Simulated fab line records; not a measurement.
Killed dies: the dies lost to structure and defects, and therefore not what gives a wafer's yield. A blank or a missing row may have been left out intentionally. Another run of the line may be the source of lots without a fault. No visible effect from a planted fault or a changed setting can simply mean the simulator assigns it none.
Matching of chambers    flow n5 finfet    4 sister chambers for N5_BEOL_M3_ETCH_69 on rie diel-02
The step etches SiARC in CF4, target depth 15.6 nm, time 26 s. 7 wafers are shown with their chamber, then 7 later ones without.

## WAFERS WITH THEIR CHAMBER
wafer   chamber  showerhead plenum p Torr (Torr)  etch rf on time s (s)
L082.1  2        2.19                             25.8
L082.4  2        2.19                             26.0
L082.5  1        2.19                             26.7
L085.3  1        2.19                             26.3
L085.5  3        2.10                             25.3
L088.1  0        2.04                             27.0
L088.2  3        2.09                             25.3

## WAFERS WHOSE CHAMBER IS MISSING
wafer   showerhead plenum p Torr (Torr)  etch rf on time s (s)
L088.3  2.19                             25.6
L090.1  2.19                             26.6
L090.2  2.04                             27.0
L090.6  2.09                             25.4
L094.1  2.04                             26.8
L094.2  2.19                             26.0
L094.4  2.19                             26.8

## EACH ONE'S CHAMBER
wafer   from the rows above  in truth
L088.3  2                    2
L090.1  1                    1
L090.2  0                    0
L090.6  3                    3
L094.1  0                    0
L094.2  2                    2
L094.4  1                    1
7 of 7 placed correctly. Number that these rows cannot place: 0. Placed wrongly: 0.
How it was worked out, from the rows above alone: a wafer's distance from a chamber is the root of the sum, over the readings, of the square of ((its reading less the chamber's mean) divided by the reading's scatter). If the next closest chamber is less than 2 further off than the closest, the wafer can't be placed; otherwise it belongs to the closest. Each chamber's mean is taken over the wafers shown for it. How the scatter is found: for the shown wafers, subtract from each reading the mean of its chamber, square and add these, divide the total by (wafers less chambers), then take the root.
